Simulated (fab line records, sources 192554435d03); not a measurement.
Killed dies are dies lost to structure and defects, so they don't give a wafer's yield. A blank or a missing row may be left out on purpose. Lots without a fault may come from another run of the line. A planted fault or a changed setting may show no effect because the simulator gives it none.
A struck lot beside a sound one | flow n5_finfet | 16 steps out of a route of 1938
Sound: wafers L208.1, L208.4, L208.5. Struck: wafers L206.2, L206.3, L206.5. The cause comes at the end.
At each step with rows: each side's tool, then ch and its chambers, then its first start. Under that, the readings that differ: sound wafers | struck wafers | difference of the means | sigmas: that difference in standard deviations of wafers without a fault.
alike: readings whose means differ by less than 2 such deviations, and words and numbers that are the same on both sides. not compared: withheld readings, readings that some wafer has no value for, bounds like >300 that may hide the same value, and numbers for which the record gives no deviation and whose values overlap.
The two part at a step that has a row with sigmas, a row that says differs or no value, or rows on one side only. Numbers that don't overlap but have no deviation are shown without sigmas and don't part them. A reading that every wafer of one side lacks parts them only if that side has two wafers or more.

first, 4 steps without rows for these wafers: N5_BEOL_M2_HM_STRIP_39 (strips TiN in peroxide tin strip, target depth 25 nm, time 158 s); N5_BEOL_M2_SRD_40 (time 30 s); N5_BEOL_M2_PRECLEAN_42 (cleans in residue remover, time 60 s); N5_BEOL_M2_SRD_43 (time 30 s).
N5_BEOL_M2_CD_MEAS_35: target cd 18 nm, target cd y 22.2 nm.
  sound on cd_sem-01, day 11 18:36; struck on cd_sem-01, day 11 03:32
  alike: cd_nm
N5_BEOL_M2_DEGAS_44: time 60 s.
  sound on pvd_sputter-03, day 11 18:50; struck on pvd_sputter-02, day 11 03:46
  alike: heater_power_w
then, 1 step without rows for these wafers: N5_BEOL_M2_PRE_CLEAN_45 (time 30 s).
N5_BEOL_M2_ALD_84: deposits TaN, pulse time 2 s, purge time 3 s, co reactant purge time 2 s.
  sound on ald_metal-03 ch 1,2,3, day 11 18:56; struck on ald_metal-03 ch 0,1,2, day 11 03:52
  alike: heater_power_w, precursor_vessel_temp_c
N5_BEOL_M2_SURFACE_TREAT_85:
  sound on pvd_sputter-03, day 11 19:16; struck on pvd_sputter-03, day 11 04:06
  not compared: throttle_valve_pct
then, 1 step without rows for these wafers: N5_BEOL_M2_CVD_47 (deposits Co from CCTBA/H2, target thk 3 nm, time 223.8 s).
N5_BEOL_M2_SPUTTER_48: material Cu, target thk 4.5 nm, time 8.29 s.
  sound on pvd_sputter-01, day 11 19:33; struck on pvd_sputter-03, day 11 04:19
  alike: chamber_pressure_pa, chuck_gas_flow_sccm, throttle_valve_pct
N5_BEOL_M2_ANNEAL_49: time 240 s.
  sound on pvd_sputter-01, day 11 19:38; struck on pvd_sputter-03, day 11 04:24
  alike: heater_power_w
N5_BEOL_M2_SPUTTER_79: material Cu, target thk 4.5 nm, time 8.29 s.
  sound on pvd_sputter-01, day 11 19:46; struck on pvd_sputter-03, day 11 04:32
  no value came back on the struck wafers for chamber_pressure_pa (Pa), chuck_gas_flow_sccm (sccm), throttle_valve_pct (%); on the sound wafers chamber_pressure_pa (Pa) reads 0.06999 0.06979 0.06982
then, 1 step without rows for these wafers: N5_BEOL_M2_ANNEAL_80 (time 240 s).
N5_BEOL_M4_RC_MEAS_101:
  sound on prober-02 ch 0, day 13 00:05; struck on prober-01 ch 0, day 12 16:43
  reading        | sound          | struck         | difference | sigmas
  IOFF_P (nA/um) | 0.18 0.26 0.18 | 0.38 0.24 0.33 | +0.11      | +2
  VT_P (mV)      | -255 -248 -254 | -241 -246 -244 | +9         | +2
  alike: DIBL_N, DIBL_P, IOFF_N, ION_N, ION_P, SS_N, SS_P, VT_N
-- the record jumps here: 5 days lie between the struck wafers' starts before and after (it left off in module BEOL_M4 and takes up again in module PASSIVATION, whose first step shown is number 1936 of the route) --
N5_PASSIVATION_PROBE_49:
  sound on prober-01, day 17 10:56; struck on prober-02, day 17 11:34
  reading            | sound    | struck   | difference | sigmas
  killed_at_M0_to_M3 | 19 26 46 | 53 55 51 | +23        | +2
  alike: defect_limited_yield, killed_at_M4_up, killed_at_contacts, killed_at_front_end, killed_at_other, killed_dies, killed_open, killed_short, sort_bin_4_leakage, sort_bin_5_function, sort_bin_6_memory, sort_n_pass, sort_yield_pct

WHERE THEY PART
First at N5_BEOL_M2_SPUTTER_79; last, within this record, at N5_PASSIVATION_PROBE_49.

WHY: what the simulator had put in
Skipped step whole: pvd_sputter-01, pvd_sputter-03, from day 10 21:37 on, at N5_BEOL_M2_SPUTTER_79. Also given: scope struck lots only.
